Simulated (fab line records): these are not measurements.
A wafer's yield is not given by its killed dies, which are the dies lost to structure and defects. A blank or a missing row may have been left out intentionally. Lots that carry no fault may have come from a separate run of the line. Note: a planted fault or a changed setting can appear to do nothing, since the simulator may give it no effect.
Matching of chambers ; flow nand-harc ; rie-diel-10 running NHARC_A_CONTACT_ETCH_90: 4 sister chambers
The step etches the open film in CH3F/O2, target depth 40 nm, time 85.7 s. 4 wafers are shown with their chamber, then 8 later ones without.

== WAFERS, EACH WITH ITS CHAMBER ==
wafer;chamber;drypump-motor-current-A (A)
L077.4;2;6.2
L087.5;0;5.5
L094.5;1;6.4
L095.3;3;4.6

== WAFERS WITH NO CHAMBER GIVEN ==
wafer;drypump-motor-current-A (A)
L095.4;6.4
L095.5;5.5
L096.1;6.1
L096.3;5.5
L096.5;6.4
L097.2;6.1
L097.4;5.5
L097.6;6.5

== WHICH CHAMBER EACH WENT THROUGH ==
wafer;from the rows above;in truth
L095.4;1;1
L095.5;0;0
L096.1;2;2
L096.3;0;0
L096.5;1;1
L097.2;2;2
L097.4;0;0
L097.6;1;1
8 of 8 placed correctly. From these rows, 0 cannot be placed. 0 placed wrongly.
How it was worked out, from the rows above alone: a wafer's distance from a chamber is the root of the sum, over the readings, of the square of ((its reading less the chamber's mean) divided by the reading's scatter). The wafer belongs to the nearest chamber; if the next one is less than 2 further off, it can't be placed. A chamber's mean is the mean of its shown wafers. The scatter: with one shown wafer a chamber, the root of the mean of the squares of how far each hidden wafer lies from its nearest shown one.
